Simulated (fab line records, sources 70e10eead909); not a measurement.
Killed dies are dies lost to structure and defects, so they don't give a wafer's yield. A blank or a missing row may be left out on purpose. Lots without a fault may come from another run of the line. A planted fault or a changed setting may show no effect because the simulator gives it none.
Which tool did it? | flow nand_harc | 9 lots, 27 wafers sampled, at 2 steps of a route of 1302

WHAT THE GAUGES READ, wafer by wafer
NHARC_A_CHANNEL_HOLE_D1_CD_MEAS_10: target cd 100 nm.
lot  | measured     | on        | cd_nm (nm)
L328 | day 9 18:18  | cd_sem-01 | 98.9 99.7 100.2
L330 | day 10 17:59 | cd_sem-02 | 100.1 100.4 100.7
L334 | day 12 01:28 | cd_sem-02 | 99.9 99.4 99.6
L335 | day 12 19:34 | cd_sem-03 | 100.2 100.3 100.0
L339 | day 14 17:00 | cd_sem-03 | 100.3 107.0 99.6
L346 | day 17 02:20 | cd_sem-03 | 100.6 100.2 100.5
L345 | day 17 03:12 | cd_sem-03 | 100.7 99.9 100.5
L347 | day 17 14:36 | cd_sem-01 | 99.9 100.3 100.2
L348 | day 17 23:32 | cd_sem-02 | 100.7 100.2 100.6

WHICH TOOL RAN EACH LOT (tool, then ch and the chambers of the sampled wafers, then the start)
lot  | NHARC_A_CHANNEL_HOLE_D1_PEB_08
L328 | litho_track-04 ch 0, day 9 18:13
L330 | litho_track-01 ch 0, day 10 17:55
L334 | litho_track-04 ch 0, day 12 01:23
L335 | litho_track-01 ch 0, day 12 19:29
L339 | litho_track-01 ch 0, day 14 16:55
L346 | litho_track-04 ch 0, day 17 02:16
L345 | litho_track-06 ch 0, day 17 03:07
L347 | litho_track-06 ch 0, day 17 14:31
L348 | litho_track-01 ch 0, day 17 23:27
- NHARC_A_CHANNEL_HOLE_D1_PEB_08: peb time 65 s.

THE ANSWER, worked out from the rows above alone
Rule: what is usual is taken from the lots themselves. Put in order of their means at a reading, lots are off if they are a third of the lots or fewer, leave a main group of 4 or more, and stand apart from it by a gap of 3 or more times the standard deviation of the main group's means; of several such gaps the widest counts. A main group whose means are all the same, to the digits that the tables above print for the reading, isn't used. A lot without any number at a reading at which 4 lots or more have one is off too. The other lots that the step has rows for count as sound.
Off: L339, at NHARC_A_CHANNEL_HOLE_D1_CD_MEAS_10 (cd_nm). The main group: mean 100.2 nm, standard deviation 0.33.
A tool fits if, at a process step before that reading, it ran every lot that is off, and no sound lot after the first of them. The gauges at NHARC_A_CHANNEL_HOLE_D1_CD_MEAS_10 are tried like those tools. None of those tried fits.

WHAT THE SIMULATOR HAD PUT IN
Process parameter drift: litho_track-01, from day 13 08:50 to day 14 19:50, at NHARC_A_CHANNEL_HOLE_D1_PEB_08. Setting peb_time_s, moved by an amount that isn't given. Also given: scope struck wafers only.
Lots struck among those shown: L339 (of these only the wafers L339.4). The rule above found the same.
